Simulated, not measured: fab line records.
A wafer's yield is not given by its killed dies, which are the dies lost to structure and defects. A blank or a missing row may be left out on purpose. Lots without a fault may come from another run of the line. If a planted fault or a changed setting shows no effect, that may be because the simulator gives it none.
Comparing a struck lot with a sound one | flow nandHarc | 15 out of 1159 route steps
Sound: these wafers, L540.1, L540.5, L540.6. Struck: wafers L531.1, L531.2 (left out: L531.4, a lot-mate that was not struck); the cause follows at the end.
Order at every step that has rows: each side's tool, ch and its chambers, its first start. Under that, the readings that differ: sound wafers | struck wafers | difference of the means | sigmas: that difference in standard deviations of wafers without a fault.
alike: words and numbers the same on both sides, and readings whose means are apart by under 2 such deviations; not compared: readings that were withheld, readings missing a value for some wafer, numbers with overlapping values and no deviation given by the record, and bounds like >300 which may hide the same value.
A row with sigmas, a row that says differs or no value, or rows on one side alone: a step with any of these is where the two part. When numbers do not overlap yet have no deviation, they are printed without sigmas and do not part them. A reading that every wafer of one side lacks parts them only if that side has two wafers or more.

first, 7 steps without rows for these wafers: NHARC_P_ZERO_WELL_COAT_64 (time 65 s); NHARC_P_ZERO_WELL_COAT_05 (resist thk 600 nm); NHARC_P_ZERO_WELL_SOFTBAKE_06 (time 70 s); NHARC_P_ZERO_WELL_EBR_07; NHARC_P_ZERO_WELL_EXPOSE_08 (exposes mask P ZERO, target cd 500 nm); NHARC_P_ZERO_WELL_PEB_09 (peb time 80 s); NHARC_P_ZERO_WELL_DEVELOP_10 (time 50 s).
NHARC_P_ZERO_WELL_CD_MEAS_11 targets a cd of 500 nm.
  sound on cdSem-01 ch 0, day 7 01:07; struck on cdSem-03 ch 0, day 4 19:14
  alike: cdNm
then, 1 step without rows for these wafers: NHARC_P_ZERO_WELL_HARDBAKE_12 (time 65 s).
NHARC_P_ZERO_WELL_DESCUM_13: chemistry O2, time 3 s.
  sound on rieDiel-07 ch 1,2, day 7 01:17; struck on rieDiel-07 ch 1,2, day 4 19:25
reading             | sound             | struck      | difference | sigmas
oesProductAu (a.u.) | 1.012 0.997 1.011 | 0.972 0.987 | -0.027     | -2
  alike: drypumpMotorCurrentA, rfVppV, showerheadPlenumPTorr, throttleValvePct
  not compared: rfHoursCounterH
NHARC_P_ZERO_WELL_ETCH_65: etches the open film in N2/H2, target depth 80 nm, overetch 24 nm, time 87.88 s.
  sound on rieDiel-07 ch 1,2,3, day 7 01:22; struck on rieDiel-07 ch 1,3, day 4 19:29
  alike: drypumpMotorCurrentA, h2FlowSccm, oesProductAu, rfVppV, showerheadPlenumPTorr, throttleValvePct
  not compared: rfHoursCounterH
NHARC_P_ZERO_WELL_ETCH_62: etches the open film in CHF3/Ar, target depth 13 nm, time 6.5 s.
  sound: rieDiel-07 ch 0,1; struck: rieDiel-07 ch 2,3
  alike: drypumpMotorCurrentA, oesProductAu, rfVppV, showerheadPlenumPTorr, throttleValvePct
  not compared: rfHoursCounterH
NHARC_P_ZERO_WELL_ETCH_63: etches the open film in HBr/Cl2, target depth 120 nm, time 40.1 s.
  sound on rieSi-01 ch 1,2,3, day 7 01:34; struck on rieSi-02 ch 1,2, day 4 19:40
reading             | sound             | struck      | difference | sigmas
oesProductAu (a.u.) | 1.015 0.996 1.013 | 0.898 0.896 | -0.111     | -9
  alike: drypumpMotorCurrentA, throttleValvePct
  not compared: rfHoursCounterH
then, 1 step without rows for these wafers: NHARC_P_ZERO_WELL_STRIP_15 (strips in SPM, time 900 s).
-- jump in the record: it breaks off in module P_ZERO_WELL and resumes in module END (first step shown: number 1159 of the route), and 18 days separate the struck wafers' starts before and after --
NHARC_END_SORT_01:
  sound on prober-02 ch 0, day 25 03:08; struck on prober-01 ch 0, day 22 13:23
  alike: killedAtArray, killedAtOther, killedAtPeriphery, killedDies, killedOpen, killedShort

== WHERE THEY PART ==
Last at NHARC_P_ZERO_WELL_ETCH_63 as far as this record goes, first at NHARC_P_ZERO_WELL_DESCUM_13. Later steps at which nothing parts them and some readings are alike: NHARC_END_SORT_01.

WHY: the cause the simulator had injected
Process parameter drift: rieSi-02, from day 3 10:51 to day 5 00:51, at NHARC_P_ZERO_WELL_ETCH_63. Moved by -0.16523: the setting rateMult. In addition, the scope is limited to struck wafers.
